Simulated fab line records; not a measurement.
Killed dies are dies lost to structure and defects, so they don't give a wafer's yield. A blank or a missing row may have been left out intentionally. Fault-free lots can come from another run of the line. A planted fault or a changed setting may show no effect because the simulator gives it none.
fab line records -- flow nand-harc
[record] lots = 24, wafers = 72, last-day = 34
route steps=1302 shown P_START@1 P_ZERO_WELL@14 P_STI@83 P_CONTACT@247 P_M0@277
lots that met no fault: taken from a fault-free run of the same line
start-h: hours from the record's opening day to when the first of the lot's shown wafers began -- wait-h: hours elapsed since this lot's preceding step -- " same as the row above -- L1.1+2: a row that stands for several wafers -- - value missing, or start not given -- * or withheld: withheld -- < > ~ a bound
route shown NAME@n: NAME is a module with steps in the file, n the number in the route of the first one -- usual: mean/standard deviation of fault-free wafers -- same: alike in all rows -- chamber/n: place in a boat -- sites: each site's reading -- _std_site: how widely they spread, as a standard deviation -- _edge_site: outer sites' mean less inner sites' -- radius-mm: how far each site lies from the wafer's centre -- mask NAME#n: copy n -- behind: the last tool/chamber to shape the wafer -- hold: cause of the lot's hold/its duration in hours/its outcome -- device: which transistor (n, p or np) failed to switch -- end of line: the same wafers' tests at the end of the route -- a step given without rows: its recipe and nothing more -- killed: dies that structure and defects cost at the first sort, which is not the same as the wafer's yield -- map: a wafer's dies, marking killed ones x, the rest . and places with no die _
set.NAME: the run value of the setting; set.NAME@STEP: its run value at that earlier step -- model.NAME: the simulator's own value behind a step, which no gauge read
the route's steps for a sample of lots (tables are steps, rows are wafers)
services: from which hour (start-h, from the record's first day; less than 0 if before it) a tool's chamber was out of use, for how many hours, and why
[[steps]]
[step NHARC_P_START_INSPECT_01]
[usual] raw-defect-count = 3.6/1.8
lot.wafer,tool,chamber,start-h,wait-h,raw-defect-count
L074.1,defect-inspect-01,-,20.04,-,1
L074.3,defect-inspect-01,-,20.04,-,4
L074.6,defect-inspect-01,-,20.04,-,4
L075.1,defect-inspect-02,-,30.04,-,2
L075.2,defect-inspect-02,-,30.04,-,2
L075.5,defect-inspect-02,-,30.04,-,6
L076.2,defect-inspect-02,-,40.04,-,2
L076.3,defect-inspect-02,-,40.04,-,3
L076.5,defect-inspect-02,-,40.04,-,5
L077.1,defect-inspect-02,-,50.04,-,7
L077.2,defect-inspect-02,-,50.04,-,4
L077.3,defect-inspect-02,-,50.04,-,7
L078.2,defect-inspect-02,-,60.04,-,4
L078.4,defect-inspect-02,-,60.04,-,4
L078.6,defect-inspect-02,-,60.04,-,3
L079.3,defect-inspect-02,-,70.05,-,4
L079.5,defect-inspect-02,-,70.05,-,3
L079.6,defect-inspect-02,-,70.05,-,5
L080.1,defect-inspect-01,-,80.04,-,8
L080.3,defect-inspect-01,-,80.04,-,1
L080.6,defect-inspect-01,-,80.04,-,5
L081.2,defect-inspect-02,-,90.05,-,2
L081.4,defect-inspect-02,-,90.05,-,3
L081.5,defect-inspect-02,-,90.05,-,4
L082.2,defect-inspect-02,-,100.05,-,2
L082.4,defect-inspect-02,-,100.05,-,10
L082.6,defect-inspect-02,-,100.05,-,5
L083.1,defect-inspect-02,-,110.04,-,3
L083.3,defect-inspect-02,-,110.04,-,2
L083.4,defect-inspect-02,-,110.04,-,5
L084.3,defect-inspect-02,-,120.04,-,3
L084.5,defect-inspect-02,-,120.04,-,1
L084.6,defect-inspect-02,-,120.04,-,4
L085.1,defect-inspect-01,-,130.03,-,2
L085.5,defect-inspect-01,-,130.03,-,3
L085.6,defect-inspect-01,-,130.03,-,4
L086.1,defect-inspect-02,-,140.04,-,9
L086.5,defect-inspect-02,-,140.04,-,3
L086.6,defect-inspect-02,-,140.04,-,0
L087.1,defect-inspect-02,-,150.03,-,3
L087.3,defect-inspect-02,-,150.03,-,5
L087.6,defect-inspect-02,-,150.03,-,2
L088.4,defect-inspect-02,-,160.04,-,5
L088.5,defect-inspect-02,-,160.04,-,8
L088.6,defect-inspect-02,-,160.04,-,5
L089.3,defect-inspect-01,-,170.04,-,4
L089.5,defect-inspect-01,-,170.04,-,2
L089.6,defect-inspect-01,-,170.04,-,4
L090.2,defect-inspect-01,-,180.05,-,2
L090.3,defect-inspect-01,-,180.05,-,3
L090.4,defect-inspect-01,-,180.05,-,1
L091.3,defect-inspect-01,-,190.04,-,5
L091.5,defect-inspect-01,-,190.04,-,2
L091.6,defect-inspect-01,-,190.04,-,6
L092.3,defect-inspect-02,-,200.04,-,3
L092.5,defect-inspect-02,-,200.04,-,3
L092.6,defect-inspect-02,-,200.04,-,2
L093.1,defect-inspect-01,-,210.03,-,3
L093.3,defect-inspect-01,-,210.03,-,7
L093.6,defect-inspect-01,-,210.03,-,4
L094.2,defect-inspect-02,-,220.05,-,3
L094.4,defect-inspect-02,-,220.05,-,5
L094.6,defect-inspect-02,-,220.05,-,0
L095.2,defect-inspect-02,-,230.04,-,4
L095.3,defect-inspect-02,-,230.04,-,1
L095.5,defect-inspect-02,-,230.04,-,7
L096.1,defect-inspect-01,-,240.03,-,4
L096.2,defect-inspect-01,-,240.03,-,5
L096.3,defect-inspect-01,-,240.03,-,1
L097.2,defect-inspect-01,-,250.04,-,4
L097.4,defect-inspect-01,-,250.04,-,4
L097.6,defect-inspect-01,-,250.04,-,3
[step NHARC_P_ZERO_WELL_CD_MEAS_11]
[recipe] target-cd-nm = 500, landing-energy-ev = 500
[usual] cd-nm = 497.9/2.4
lot.wafer,tool,chamber,start-h,wait-h,cd-nm
L074.1,cd-sem-02,0,21.35,-,496.8
L074.3,cd-sem-02,0,21.35,-,496.9
L074.6,cd-sem-02,0,21.35,-,500.9
L075.1,cd-sem-01,0,31.12,-,498.1
L075.2,cd-sem-01,0,31.12,-,499.3
L075.5,cd-sem-01,0,31.12,-,502.4
L076.2,cd-sem-01,0,41.24,-,496.4
L076.3,cd-sem-01,0,41.24,-,496.9
L076.5,cd-sem-01,0,41.24,-,501.4
L077.1,cd-sem-03,0,51.24,-,502.3
L077.2,cd-sem-03,0,51.24,-,497.8
L077.3,cd-sem-03,0,51.24,-,501.2
L078.2,cd-sem-01,0,61.25,-,496.5
L078.4,cd-sem-01,0,61.25,-,496.1
L078.6,cd-sem-01,0,61.25,-,498.4
L079.3,cd-sem-03,0,71.13,-,500.6
L079.5,cd-sem-03,0,71.13,-,495.8
L079.6,cd-sem-03,0,71.13,-,497.0
L080.1,cd-sem-03,0,81.23,-,493.8
L080.3,cd-sem-03,0,81.23,-,494.6
L080.6,cd-sem-03,0,81.23,-,496.4
L081.2,cd-sem-02,0,91.25,-,501.6
L081.4,cd-sem-02,0,91.25,-,495.7
L081.5,cd-sem-02,0,91.25,-,497.3
L082.2,cd-sem-01,0,101.25,-,497.6
L082.4,cd-sem-01,0,101.25,-,499.7
L082.6,cd-sem-01,0,101.25,-,499.7
L083.1,cd-sem-01,0,111.23,-,494.3
L083.3,cd-sem-01,0,111.23,-,496.3
L083.4,cd-sem-01,0,111.23,-,499.4
L084.3,cd-sem-02,0,121.24,-,498.8
L084.5,cd-sem-02,0,121.24,-,499.2
L084.6,cd-sem-02,0,121.24,-,505.2
L085.1,cd-sem-02,0,131.11,-,498.3
L085.5,cd-sem-02,0,131.11,-,498.8
L085.6,cd-sem-02,0,131.11,-,496.1
L086.1,cd-sem-02,0,141.25,-,493.8
L086.5,cd-sem-02,0,141.25,-,492.9
L086.6,cd-sem-02,0,141.25,-,494.3
L087.1,cd-sem-01,0,151.24,-,497.1
L087.3,cd-sem-01,0,151.24,-,501.9
L087.6,cd-sem-01,0,151.24,-,497.3
L088.4,cd-sem-02,0,161.25,-,498.9
L088.5,cd-sem-02,0,161.25,-,497.1
L088.6,cd-sem-02,0,161.25,-,494.6
L089.3,cd-sem-02,0,171.24,-,496.8
L089.5,cd-sem-02,0,171.24,-,499.0
L089.6,cd-sem-02,0,171.24,-,495.3
L090.2,cd-sem-01,0,181.13,-,499.5
L090.3,cd-sem-01,0,181.13,-,494.6
L090.4,cd-sem-01,0,181.13,-,498.7
L091.3,cd-sem-03,0,191.12,-,499.5
L091.5,cd-sem-03,0,191.12,-,500.0
L091.6,cd-sem-03,0,191.12,-,498.1
L092.3,cd-sem-01,0,201.15,-,495.2
L092.5,cd-sem-01,0,201.15,-,498.4
L092.6,cd-sem-01,0,201.15,-,497.2
L093.1,cd-sem-03,0,211.11,-,497.7
L093.3,cd-sem-03,0,211.11,-,500.8
L093.6,cd-sem-03,0,211.11,-,502.1
L094.2,cd-sem-03,0,221.26,-,493.6
L094.4,cd-sem-03,0,221.26,-,500.1
L094.6,cd-sem-03,0,221.26,-,494.7
L095.2,cd-sem-02,0,231.24,-,495.3
L095.3,cd-sem-02,0,231.24,-,498.8
L095.5,cd-sem-02,0,231.24,-,498.2
L096.1,cd-sem-02,0,241.24,-,495.7
L096.2,cd-sem-02,0,241.24,-,495.5
L096.3,cd-sem-02,0,241.24,-,499.5
L097.2,cd-sem-01,0,251.25,-,496.0
L097.4,cd-sem-01,0,251.25,-,496.0
L097.6,cd-sem-01,0,251.25,-,496.8
[step NHARC_P_ZERO_WELL_DESCUM_54]
[recipe] time-s = 3, o2-flow-sccm = 200, ar-flow-sccm = 0, bias-power-w = 0, chemistry = O2
[usual] drypump-motor-current-A = 5.6/0.34, oes-product-au = 1.004/0.013, rf-vpp-V = 57.8/0.96, showerhead-plenum-p-Torr = 1.94/0.093, throttle-valve-pct = 11.313/0.0089
lot.wafer,tool,chamber,start-h,wait-h,drypump-motor-current-A,oes-product-au,rf-hours-counter-h,rf-vpp-V,showerhead-plenum-p-Torr,throttle-valve-pct
L074.3,rie-diel-13,2,26.26,-,5.2,0.990,9,58.5,2.02,11.317
L074.1,rie-diel-13,3,26.26,-,5.2,0.992,11,57.9,2.07,11.311
L074.6,rie-diel-13,3,26.26,-,5.2,0.986,-,56.4,2.07,11.308
L075.1,rie-diel-09,3,37.48,-,5.4,0.996,22,56.6,1.90,11.322
L075.2,rie-diel-09,1,37.48,-,5.9,0.987,23,58.1,1.88,11.306
L075.5,rie-diel-09,2,37.48,-,6.2,0.988,-,59.1,2.02,11.330
L076.3,rie-diel-04,2,46.06,-,5.6,1.002,10,55.4,1.81,11.311
L076.2,rie-diel-04,3,46.06,-,6.2,1.011,12,55.6,1.85,11.322
L076.5,rie-diel-04,0,46.06,-,5.7,1.013,-,57.5,2.07,11.304
L077.3,rie-diel-04,2,55.98,-,5.6,1.015,14,57.0,1.81,11.315
L077.1,rie-diel-04,3,55.98,-,6.2,1.025,16,57.4,1.85,11.307
L077.2,rie-diel-04,0,55.98,-,5.7,1.015,18,57.4,2.07,11.317
L078.4,rie-diel-13,0,67.17,-,5.6,0.994,28,57.1,1.94,11.333
L078.2,rie-diel-13,1,67.17,-,5.8,1.009,25,57.8,1.83,11.290
L078.6,rie-diel-13,3,67.17,-,5.2,0.974,-,57.7,2.07,11.312
L079.3,rie-diel-13,2,75.65,-,5.2,1.003,25,58.8,2.02,11.311
L079.5,rie-diel-13,1,75.65,-,5.9,1.022,-,57.0,1.83,11.318
L079.6,rie-diel-13,2,75.65,-,5.2,1.004,-,57.8,2.02,11.312
L080.1,rie-diel-09,0,86.02,-,6.0,0.996,35,57.3,1.77,11.326
L080.3,rie-diel-09,3,86.02,-,5.4,1.002,31,57.1,1.90,11.324
L080.6,rie-diel-09,1,86.02,-,5.9,0.987,-,59.0,1.87,11.303
L081.2,rie-diel-04,0,95.92,-,5.8,1.027,29,60.0,2.07,11.304
L081.4,rie-diel-04,3,95.92,-,6.2,1.019,26,58.4,1.85,11.313
L081.5,rie-diel-04,0,95.92,-,5.7,1.022,-,58.0,2.07,11.326
L082.2,rie-diel-13,0,106.93,-,5.6,1.024,44,57.3,1.94,11.336
L082.4,rie-diel-13,1,106.93,-,5.9,1.010,42,56.0,1.83,11.327
L082.6,rie-diel-13,0,106.93,-,5.6,1.014,-,57.7,1.94,11.315
L083.3,rie-diel-13,3,115.88,-,5.2,0.997,45,60.2,2.06,11.305
L083.1,rie-diel-13,1,115.88,-,5.8,1.010,44,58.6,1.83,11.340
L083.4,rie-diel-13,2,115.88,-,5.2,1.009,43,58.1,2.01,11.312
L084.3,rie-diel-09,2,125.81,-,6.2,0.977,38,58.4,2.01,11.308
L084.6,rie-diel-09,2,125.81,-,6.2,0.990,-,58.0,2.01,11.309
L084.5,rie-diel-09,3,125.81,-,5.4,1.010,-,58.5,1.89,11.325
L085.1,rie-diel-13,2,135.66,-,5.2,1.005,48,58.0,2.01,11.297
L085.6,rie-diel-13,0,135.66,-,5.6,1.023,-,57.9,1.94,11.314
L085.5,rie-diel-13,1,135.66,-,5.9,1.003,-,57.3,1.83,11.298
L086.1,rie-diel-04,3,145.72,-,6.2,1.021,40,58.5,1.85,11.307
L086.5,rie-diel-04,1,145.72,-,5.4,0.997,-,58.6,1.91,11.318
L086.6,rie-diel-04,2,145.72,-,5.6,1.019,-,58.9,1.80,11.310
L087.1,rie-diel-13,2,157.57,-,5.2,0.990,55,57.8,2.01,11.317
L087.3,rie-diel-13,1,157.57,-,5.8,1.006,55,59.2,1.82,11.306
L087.6,rie-diel-13,2,157.57,-,5.2,1.000,-,58.6,2.01,11.298
L088.4,rie-diel-04,2,165.96,-,5.6,1.006,45,56.6,1.80,11.317
L088.5,rie-diel-04,3,165.96,-,6.2,1.011,-,57.8,1.84,11.311
L088.6,rie-diel-04,0,165.96,-,5.7,1.019,-,59.0,2.06,11.312
L089.3,rie-diel-13,1,177.02,-,5.8,1.016,0,56.8,1.82,11.329
L089.5,rie-diel-13,2,177.02,-,5.2,1.003,-,57.9,2.01,11.297
L089.6,rie-diel-13,3,177.02,-,5.2,1.003,-,59.5,2.06,11.312
L090.4,rie-diel-13,0,188.50,-,5.6,0.999,5,56.9,1.93,11.303
L090.3,rie-diel-13,2,188.50,-,5.2,1.010,8,57.1,2.00,11.308
L090.2,rie-diel-13,3,188.50,-,5.2,1.013,6,57.7,2.05,11.300
L091.3,rie-diel-09,1,195.83,-,5.9,0.996,17,57.9,1.86,11.307
L091.6,rie-diel-09,2,195.83,-,6.2,1.003,-,58.3,2.00,11.324
L091.5,rie-diel-09,3,195.83,-,5.4,1.020,-,56.5,1.88,11.324
L092.3,rie-diel-13,1,206.09,-,5.9,1.009,11,56.6,1.82,11.311
L092.6,rie-diel-13,3,206.09,-,5.2,0.999,-,58.2,2.05,11.303
L092.5,rie-diel-13,0,206.09,-,5.6,1.010,-,58.4,1.93,11.323
L093.1,rie-diel-04,1,216.95,-,5.4,0.982,6,58.4,1.91,11.319
L093.3,rie-diel-04,2,216.95,-,5.5,0.982,6,57.2,1.80,11.296
L093.6,rie-diel-04,0,216.95,-,5.7,1.019,-,58.8,2.05,11.313
L094.2,rie-diel-13,0,226.02,-,5.6,1.007,16,57.0,1.93,11.323
L094.4,rie-diel-13,2,226.02,-,5.2,1.013,18,58.2,2.00,11.303
L094.6,rie-diel-13,0,226.02,-,5.6,1.005,-,59.4,1.93,11.311
L095.3,rie-diel-09,1,236.07,-,5.9,0.995,31,57.1,1.86,11.311
L095.2,rie-diel-09,2,236.07,-,6.2,0.988,36,57.1,2.00,11.317
L095.5,rie-diel-09,1,236.07,-,5.9,1.003,-,57.9,1.86,11.310
L096.2,rie-diel-09,3,246.05,-,5.3,1.024,36,58.0,1.88,11.313
L096.3,rie-diel-09,0,246.05,-,6.1,0.997,29,57.6,2.07,11.302
L096.1,rie-diel-09,1,246.05,-,5.9,1.010,33,57.4,1.86,11.294
L097.4,rie-diel-09,1,256.19,-,5.9,1.012,35,56.6,1.86,11.311
L097.2,rie-diel-09,0,256.19,-,6.0,0.993,32,57.7,2.07,11.315
L097.6,rie-diel-09,2,256.19,-,6.2,0.996,-,59.6,1.99,11.324
[step NHARC_P_STI_CD_MEAS_09]
[recipe] target-cd-nm = 200, landing-energy-ev = 500
[usual] cd-nm = 199/4.1
lot.wafer,tool,chamber,start-h,wait-h,cd-nm
L074.1,cd-sem-02,0,45.41,-,204
L074.3,cd-sem-02,0,45.41,-,202
L074.6,cd-sem-02,0,45.41,-,206
L075.1,cd-sem-01,0,56.28,-,194
L075.2,cd-sem-01,0,56.28,-,194
L075.5,cd-sem-01,0,56.28,-,198
L076.2,cd-sem-03,0,65.11,-,204
L076.3,cd-sem-03,0,65.11,-,202
L076.5,cd-sem-03,0,65.11,-,205
L077.1,cd-sem-02,0,72.80,-,200
L077.2,cd-sem-02,0,72.80,-,195
L077.3,cd-sem-02,0,72.80,-,197
L078.2,cd-sem-02,0,88.14,-,203
L078.4,cd-sem-02,0,88.14,-,202
L078.6,cd-sem-02,0,88.14,-,200
L079.3,cd-sem-03,0,93.67,-,194
L079.5,cd-sem-03,0,93.67,-,198
L079.6,cd-sem-03,0,93.67,-,198
L080.1,cd-sem-01,0,102.39,-,203
L080.3,cd-sem-01,0,102.39,-,201
L080.6,cd-sem-01,0,102.39,-,208
L081.2,cd-sem-01,0,114.05,-,196
L081.4,cd-sem-01,0,114.05,-,198
L081.5,cd-sem-01,0,114.05,-,196
L082.2,cd-sem-02,0,123.47,-,198
L082.4,cd-sem-02,0,123.47,-,197
L082.6,cd-sem-02,0,123.47,-,192
L083.1,cd-sem-01,0,134.17,-,196
L083.3,cd-sem-01,0,134.17,-,199
L083.4,cd-sem-01,0,134.17,-,198
L084.3,cd-sem-02,0,142.11,-,197
L084.5,cd-sem-02,0,142.11,-,195
L084.6,cd-sem-02,0,142.11,-,198
L085.1,cd-sem-03,0,151.74,-,199
L085.5,cd-sem-03,0,151.74,-,194
L085.6,cd-sem-03,0,151.74,-,194
L086.1,cd-sem-01,0,162.20,-,207
L086.5,cd-sem-01,0,162.20,-,206
L086.6,cd-sem-01,0,162.20,-,204
L087.1,cd-sem-02,0,173.98,-,198
L087.3,cd-sem-02,0,173.98,-,200
L087.6,cd-sem-02,0,173.98,-,192
L088.4,cd-sem-03,0,182.27,-,207
L088.5,cd-sem-03,0,182.27,-,203
L088.6,cd-sem-03,0,182.27,-,206
L089.3,cd-sem-02,0,194.05,-,204
L089.5,cd-sem-02,0,194.05,-,201
L089.6,cd-sem-02,0,194.05,-,207
L090.2,cd-sem-03,0,207.35,-,198
L090.3,cd-sem-03,0,207.35,-,197
L090.4,cd-sem-03,0,207.35,-,195
L091.3,cd-sem-03,0,212.57,-,194
L091.5,cd-sem-03,0,212.57,-,197
L091.6,cd-sem-03,0,212.57,-,200
L092.3,cd-sem-02,0,222.47,-,205
L092.5,cd-sem-02,0,222.47,-,204
L092.6,cd-sem-02,0,222.47,-,204
L093.1,cd-sem-01,0,235.02,-,198
L093.3,cd-sem-01,0,235.02,-,198
L093.6,cd-sem-01,0,235.02,-,196
L094.2,cd-sem-01,0,243.38,-,196
L094.4,cd-sem-01,0,243.38,-,193
L094.6,cd-sem-01,0,243.38,-,195
L095.2,cd-sem-02,0,256.40,-,199
L095.3,cd-sem-02,0,256.40,-,199
L095.5,cd-sem-02,0,256.40,-,200
L096.1,cd-sem-02,0,264.46,-,194
L096.2,cd-sem-02,0,264.46,-,198
L096.3,cd-sem-02,0,264.46,-,196
L097.2,cd-sem-03,0,277.37,-,201
L097.4,cd-sem-03,0,277.37,-,201
L097.6,cd-sem-03,0,277.37,-,203
[step NHARC_P_CONTACT_ALD_22]
[recipe] target-thk-a = 30, pulse-time-s = 1, ald-cycles = 150, temp-c = 450, material = TiN
[usual] heater-power-w = 1091/99, precursor-pulse-height-rel = 1.001/0.017
[same] ald-cycles = 150
lot.wafer,tool,chamber,start-h,wait-h,heater-power-w,precursor-pulse-height-rel
L074.1,ald-metal-02,2,124.68,-,910,0.986
L074.3,ald-metal-02,0,124.68,-,1134,0.956
L074.6,ald-metal-02,3,124.68,-,1228,0.988
L075.1,ald-metal-04,1,131.13,-,991,0.990
L075.2,ald-metal-04,2,131.13,-,1083,1.012
L075.5,ald-metal-04,1,131.13,-,988,1.028
L076.2,ald-metal-02,3,146.49,-,1234,1.007
L076.3,ald-metal-02,2,146.49,-,941,0.986
L076.5,ald-metal-02,0,146.49,-,1167,1.026
L077.1,ald-metal-01,3,147.31,-,1149,0.980
L077.3,ald-metal-01,0,147.31,-,1004,1.007
L077.2,ald-metal-01,2,147.31,-,1134,1.022
L079.3,ald-metal-04,3,168.16,-,1065,0.990
L079.6,ald-metal-04,1,168.16,-,971,1.007
L079.5,ald-metal-04,3,168.16,-,1052,1.014
L078.2,ald-metal-02,2,168.89,-,959,1.016
L078.4,ald-metal-02,3,168.89,-,1199,1.041
L078.6,ald-metal-02,0,168.89,-,1110,0.987
L080.3,ald-metal-04,2,179.51,-,1091,0.999
L080.1,ald-metal-04,3,179.51,-,1044,1.028
L080.6,ald-metal-04,0,179.51,-,1090,1.012
L081.2,ald-metal-02,1,191.41,-,1108,0.993
L081.4,ald-metal-02,3,191.41,-,1242,1.011
L081.5,ald-metal-02,0,191.41,-,1146,1.030
L082.4,ald-metal-01,2,198.17,-,1165,1.009
L082.2,ald-metal-01,0,198.17,-,1051,0.976
L082.6,ald-metal-01,2,198.17,-,1184,1.006
L083.1,ald-metal-02,3,208.51,-,1217,1.040
L083.4,ald-metal-02,0,208.51,-,1137,0.998
L083.3,ald-metal-02,1,208.51,-,1113,0.999
L084.3,ald-metal-02,2,219.87,-,963,1.017
L084.5,ald-metal-02,0,219.87,-,1149,0.986
L084.6,ald-metal-02,1,219.87,-,1110,1.030
L085.1,ald-metal-04,0,233.10,-,1108,1.029
L085.5,ald-metal-04,2,233.10,-,1098,0.993
L085.6,ald-metal-04,0,233.10,-,1152,0.989
L086.1,ald-metal-02,0,238.27,-,1145,1.017
L086.5,ald-metal-02,3,238.27,-,1268,0.997
L086.6,ald-metal-02,0,238.27,-,1139,0.999
L087.3,ald-metal-04,2,247.91,-,1116,0.995
L087.1,ald-metal-04,3,247.91,-,1078,1.004
L087.6,ald-metal-04,2,247.91,-,1147,1.002
L088.4,ald-metal-02,0,264.19,-,1100,0.973
L088.5,ald-metal-02,3,264.19,-,1246,1.005
L088.6,ald-metal-02,0,264.19,-,1111,0.987
L089.3,ald-metal-04,0,265.59,-,1120,1.014
L089.6,ald-metal-04,1,265.59,-,974,1.015
L089.5,ald-metal-04,2,265.59,-,1148,0.970
L090.3,ald-metal-01,0,287.71,-,1045,1.000
L090.2,ald-metal-01,1,287.71,-,902,1.006
L090.4,ald-metal-01,3,287.71,-,1145,1.000
L091.3,ald-metal-02,3,288.29,-,1251,0.993
L091.6,ald-metal-02,3,288.29,-,1235,1.009
L091.5,ald-metal-02,0,288.29,-,1127,1.029
L092.3,ald-metal-02,2,295.74,-,961,1.014
L092.6,ald-metal-02,3,295.74,-,1217,0.991
L092.5,ald-metal-02,0,295.74,-,1106,0.995
L093.1,ald-metal-01,0,310.72,-,1056,0.979
L093.3,ald-metal-01,3,310.72,-,1190,1.023
L093.6,ald-metal-01,1,310.72,-,904,1.011
L094.4,ald-metal-02,0,315.06,-,1095,0.977
L094.2,ald-metal-02,2,315.06,-,958,0.986
L094.6,ald-metal-02,3,315.06,-,1263,0.995
L095.3,ald-metal-04,3,338.81,-,1138,1.022
L095.2,ald-metal-04,0,338.81,-,1166,0.994
L095.5,ald-metal-04,2,338.81,-,1090,0.998
L096.1,ald-metal-02,2,341.61,-,952,1.017
L096.3,ald-metal-02,3,341.61,-,1233,0.977
L096.2,ald-metal-02,0,341.61,-,1130,0.997
L097.4,ald-metal-04,2,352.47,-,1054,1.005
L097.2,ald-metal-04,0,352.47,-,1192,1.006
L097.6,ald-metal-04,2,352.47,-,1080,1.018
[step NHARC_P_M0_ANNEAL_30]
[recipe] temp-c = 225, time-s = 90
[usual] wafer_temp_C_max = 225.74/0.28
lot.wafer,tool,chamber,start-h,wait-h,wafer_temp_C_max
L074.1,rtp-anneal-01,0,128.70,-,225.52
L074.3,rtp-anneal-01,0,128.70,-,225.61
L074.6,rtp-anneal-01,0,128.70,-,225.81
L075.1,rtp-anneal-02,0,135.15,0.3,225.65
L075.2,rtp-anneal-02,0,135.15,0.3,225.94
L075.5,rtp-anneal-02,0,135.15,0.3,225.92
L076.2,rtp-anneal-01,0,150.41,-,225.58
L076.3,rtp-anneal-01,0,150.41,-,225.31
L076.5,rtp-anneal-01,0,150.41,-,225.71
L077.1,rtp-anneal-01,0,151.36,-,225.48
L077.2,rtp-anneal-01,0,151.36,-,225.52
L077.3,rtp-anneal-01,0,151.36,-,225.83
L079.3,rtp-anneal-01,0,172.29,-,225.42
L079.5,rtp-anneal-01,0,172.29,-,225.59
L079.6,rtp-anneal-01,0,172.29,-,225.36
L078.2,rtp-anneal-01,0,172.90,0.4,225.69
L078.4,rtp-anneal-01,0,172.90,0.4,225.21
L078.6,rtp-anneal-01,0,172.90,0.4,225.10
L080.1,rtp-anneal-01,0,183.48,-,225.47
L080.3,rtp-anneal-01,0,183.48,-,225.63
L080.6,rtp-anneal-01,0,183.48,-,225.78
L081.2,rtp-anneal-02,0,196.10,0.4,225.99
L081.4,rtp-anneal-02,0,196.10,0.4,226.24
L081.5,rtp-anneal-02,0,196.10,0.4,226.12
L082.2,rtp-anneal-02,0,202.20,-,225.90
L082.4,rtp-anneal-02,0,202.20,-,225.96
L082.6,rtp-anneal-02,0,202.20,-,225.89
L083.1,rtp-anneal-01,0,212.56,-,225.33
L083.3,rtp-anneal-01,0,212.56,-,225.72
L083.4,rtp-anneal-01,0,212.56,-,225.66
L084.3,rtp-anneal-01,0,223.92,-,225.49
L084.5,rtp-anneal-01,0,223.92,-,225.64
L084.6,rtp-anneal-01,0,223.92,-,225.61
L085.1,rtp-anneal-02,0,237.29,-,226.14
L085.5,rtp-anneal-02,0,237.29,-,226.09
L085.6,rtp-anneal-02,0,237.29,-,226.19
L086.1,rtp-anneal-01,0,242.54,0.3,225.59
L086.5,rtp-anneal-01,0,242.54,0.3,225.47
L086.6,rtp-anneal-01,0,242.54,0.3,225.54
L087.1,rtp-anneal-02,0,251.76,0.3,225.72
L087.3,rtp-anneal-02,0,251.76,0.3,225.81
L087.6,rtp-anneal-02,0,251.76,0.3,225.95
L088.4,rtp-anneal-01,0,268.34,-,225.51
L088.5,rtp-anneal-01,0,268.34,-,225.46
L088.6,rtp-anneal-01,0,268.34,-,225.60
L089.3,rtp-anneal-02,0,269.63,0.3,225.93
L089.5,rtp-anneal-02,0,269.63,0.3,225.79
L089.6,rtp-anneal-02,0,269.63,0.3,226.14
L090.2,rtp-anneal-02,0,291.63,-,226.19
L090.3,rtp-anneal-02,0,291.63,-,225.71
L090.4,rtp-anneal-02,0,291.63,-,226.14
L091.3,rtp-anneal-02,0,292.49,-,225.69
L091.5,rtp-anneal-02,0,292.49,-,225.70
L091.6,rtp-anneal-02,0,292.49,-,225.65
L092.3,rtp-anneal-02,0,299.69,-,225.77
L092.5,rtp-anneal-02,0,299.69,-,226.13
L092.6,rtp-anneal-02,0,299.69,-,225.60
L093.1,rtp-anneal-02,0,314.74,-,225.63
L093.3,rtp-anneal-02,0,314.74,-,225.94
L093.6,rtp-anneal-02,0,314.74,-,225.31
L094.2,rtp-anneal-01,0,319.16,-,225.37
L094.4,rtp-anneal-01,0,319.16,-,225.69
L094.6,rtp-anneal-01,0,319.16,-,225.82
L095.2,rtp-anneal-01,0,342.77,-,225.61
L095.3,rtp-anneal-01,0,342.77,-,225.45
L095.5,rtp-anneal-01,0,342.77,-,225.27
L096.1,rtp-anneal-02,0,345.49,0.3,225.85
L096.2,rtp-anneal-02,0,345.49,0.3,226.31
L096.3,rtp-anneal-02,0,345.49,0.3,225.72
L097.2,rtp-anneal-02,0,356.69,0.4,226.43
L097.4,rtp-anneal-02,0,356.69,0.4,225.79
L097.6,rtp-anneal-02,0,356.69,0.4,225.94
[[services]]
tool,chamber,start-h,hours,kind
rtp-anneal-02,-,12.00,12.0,pm
rie-diel-13,3,16.38,2.6,repair
rie-diel-09,3,44.12,10.3,repair
ald-metal-02,-,76.00,10.0,pm
rie-diel-09,1,99.79,8.2,repair
ald-metal-04,-,118.07,10.0,pm
rie-diel-09,-,143.10,9.0,pm
ald-metal-04,0,145.37,27.5,repair
ald-metal-04,-,153.63,0.4,repair
rie-diel-13,-,165.16,9.0,pm
rie-diel-09,0,171.32,3.0,repair
rie-diel-04,1,178.82,8.6,repair
ald-metal-04,3,232.69,10.6,repair
ald-metal-02,-,254.00,10.0,pm
rie-diel-09,2,261.33,4.3,repair
ald-metal-04,2,288.16,41.4,repair
ald-metal-04,-,296.07,10.0,pm
rie-diel-13,0,298.47,3.4,repair
rie-diel-13,2,300.65,10.0,repair
rie-diel-09,-,318.44,0.7,repair
rie-diel-09,-,320.14,9.0,pm
ald-metal-04,1,328.11,3.4,repair
rie-diel-13,-,342.16,9.0,pm
rie-diel-09,1,356.47,11.1,repair
[[key]]
fault none
